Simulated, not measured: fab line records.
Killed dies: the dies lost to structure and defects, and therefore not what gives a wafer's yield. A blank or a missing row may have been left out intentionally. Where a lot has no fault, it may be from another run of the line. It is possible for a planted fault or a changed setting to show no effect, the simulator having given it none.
Struck lot and sound lot, side by side + flow nand_harc + 15 steps out of a route of 1159
Sound: the wafers L762.3, L762.4, L762.6. Wafers L775.2, L775.3, L775.5 were the ones struck. The cause is given at the end.
For every step that has rows: the tool of each side, followed by ch and its chambers, followed by its first start. Under that, the readings that differ: sound wafers + struck wafers + difference of the means + sigmas: that difference in standard deviations of wafers without a fault.
alike: same words and numbers on both sides, and readings whose means sit less than 2 such deviations apart. not compared: any withheld reading, any reading some wafer has no value for, any bound like >300 that may hide the same value, and any number with overlapping values for which the record gives no deviation.
Wherever a step has rows on one side only, a row that says differs or no value, or a row with sigmas, the two part there. Non-overlapping numbers with no deviation appear without sigmas and do not part them. A reading that every wafer of one side lacks parts them only if that side has two wafers or more.

first, 4 steps without rows for these wafers: NHARC_A_CONTACT_EBR_38; NHARC_A_CONTACT_EXPOSE_39 (exposes mask A CC 3); NHARC_A_CONTACT_PEB_40 (peb time 65 s); NHARC_A_CONTACT_DEVELOP_41 (develop time 35 s).
NHARC_A_CONTACT_CD_MEAS_42 targets a cd of 200 nm.
  sound on cd_sem-02 ch 0, day 18 15:36; struck on cd_sem-01 ch 0, day 22 00:01
  alike: cd_nm
NHARC_A_CONTACT_OVL_MEAS_43:
  sound on overlay-02 at day 18 15:41; struck on overlay-02 at day 22 00:06
  alike: overlay_x_nm, overlay_y_nm
NHARC_A_CONTACT_INSPECT_44:
  sound on defect_inspect-01 at day 18 15:43; struck on defect_inspect-01 at day 22 00:08
  alike: raw_defect_count
NHARC_A_CONTACT_DESCUM_47: chemistry O2, time 3 s.
  sound on rie_diel-08 ch 0,2,3, day 18 15:47; struck on rie_diel-07 ch 2,3, day 22 00:12
  alike: drypump_motor_current_A, oes_product_au, rf_vpp_V, showerhead_plenum_p_Torr, throttle_valve_pct
  not compared: rf_hours_counter_h
NHARC_A_CONTACT_ETCH_48: etches the open film in CF4, target depth 39 nm, time 65 s.
  sound on rie_diel-08 ch 0,1, day 18 15:52; struck on rie_diel-07 ch 0,1,2, day 22 00:17
  alike: bias_w, cf4_flow_sccm, drypump_motor_current_A, oes_product_au, rf_vpp_V, showerhead_plenum_p_Torr, throttle_valve_pct
  not compared: rf_hours_counter_h
NHARC_A_CONTACT_ETCH_49: etches the open film in N2/H2, target depth 260 nm, time 475.3 s.
  sound on rie_diel-08 ch 1,3; struck on rie_diel-07 ch 0,1,2
  alike: bias_w, chamber_pressure_mTorr, drypump_motor_current_A, oes_product_au, rf_vpp_V, showerhead_plenum_p_Torr, throttle_valve_pct
  not compared: rf_hours_counter_h
NHARC_A_CONTACT_ETCH_50: etches the open film in CF4/CHF3, target depth 84.7 nm, time 42.4 s.
  sound on rie_diel-08 ch 1,2; struck on rie_diel-07 ch 0,1,2
| reading              | sound               | struck            | difference | sigmas |
|----------------------|---------------------|-------------------|------------|--------|
| cf4_flow_sccm (sccm) | 99.83 100.31 100.17 | 99.72 99.33 99.63 | -0.54      | -2     |
  alike: bias_w, drypump_motor_current_A, oes_product_au, rf_vpp_V, showerhead_plenum_p_Torr, throttle_valve_pct
  not compared: rf_hours_counter_h
then, 1 step without rows for these wafers: NHARC_A_CONTACT_ETCH_51 (etches the open film in O2/COS, target depth 3600 nm, time 936 s).
NHARC_A_CONTACT_ETCH_111: etches the open film in C4F8/O2/Ar, time 140 s, target depth 700 nm.
  sound on har_cap_etch-03 ch 0,1, day 18 17:13; struck on har_cap_etch-01 ch 0, day 22 01:29
  no value came back on the struck wafers for chamber_pressure_mTorr (mTorr), oes_air_line_au (a.u.); on the sound wafers chamber_pressure_mTorr (mTorr) reads 20.025 19.986 19.995
  not compared: rf_hours_counter_h
NHARC_A_CONTACT_ETCH_112: etches the open film in C4F8/O2/Ar, time 94 s, target depth 922 nm.
  sound on har_cap_etch-03 ch 0,1, day 18 17:23; struck on har_cap_etch-01 ch 0, day 22 01:41
  alike: chamber_pressure_mTorr, oes_air_line_au
  not compared: rf_hours_counter_h
-- record jumps: 3 days between struck wafers' starts before vs after; left off in module A_CONTACT, resumes in module END, first step shown is number 1159 of the route --
NHARC_END_SORT_01:
  here the record holds rows for the struck wafers (prober-02 ch 0, day 24 23:43) but none for the sound ones

## WHERE THEY PART
First at NHARC_A_CONTACT_ETCH_50; last, within this record, at NHARC_END_SORT_01.

WHY: what had been put in by the simulator
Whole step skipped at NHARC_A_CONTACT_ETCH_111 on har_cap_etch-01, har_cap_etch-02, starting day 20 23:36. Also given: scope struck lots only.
